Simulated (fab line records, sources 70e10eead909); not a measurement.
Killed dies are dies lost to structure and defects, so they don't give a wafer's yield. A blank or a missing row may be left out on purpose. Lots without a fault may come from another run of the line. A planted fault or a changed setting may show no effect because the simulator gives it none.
Chamber matching | flow nand_harc | NHARC_P_M0_PRE_CLEAN_31 on pecvd-01: 3 sister chambers
The step time 12 s. 3 wafers are shown with their chamber, then 10 later ones without.

WAFERS WITH THEIR CHAMBER
wafer  | chamber | heater_power_w (W)
L080.5 | 0       | 598
L084.1 | 1       | 686
L084.4 | 2       | 762

WAFERS WITHOUT THEIR CHAMBER
wafer  | heater_power_w (W)
L084.6 | 684
L088.3 | 685
L088.4 | 665
L088.5 | 703
L088.1 | 680
L088.2 | 699
L088.6 | 664
L091.1 | 695
L091.3 | 685
L091.6 | 689

WHICH CHAMBER EACH WENT THROUGH
wafer  | from the rows above | in truth
L084.6 | 1                   | 1
L088.3 | 1                   | 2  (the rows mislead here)
L088.4 | 1                   | 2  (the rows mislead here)
L088.5 | 1                   | 1
L088.1 | 1                   | 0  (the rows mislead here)
L088.2 | 1                   | 1
L088.6 | 1                   | 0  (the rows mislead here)
L091.1 | 1                   | 1
L091.3 | 1                   | 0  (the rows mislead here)
L091.6 | 1                   | 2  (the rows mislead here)
Placed correctly: 4 of 10. Can't be placed from these rows: 0. Placed wrongly: 6.
How it was worked out, from the rows above alone: a wafer's distance from a chamber is the root of the sum, over the readings, of the square of ((its reading less the chamber's mean) divided by the reading's scatter). The wafer belongs to the nearest chamber; if the next one is less than 2 further off, it can't be placed. A chamber's mean is the mean of its shown wafers. The scatter: with one shown wafer a chamber, the root of the mean of the squares of how far each hidden wafer lies from its nearest shown one.
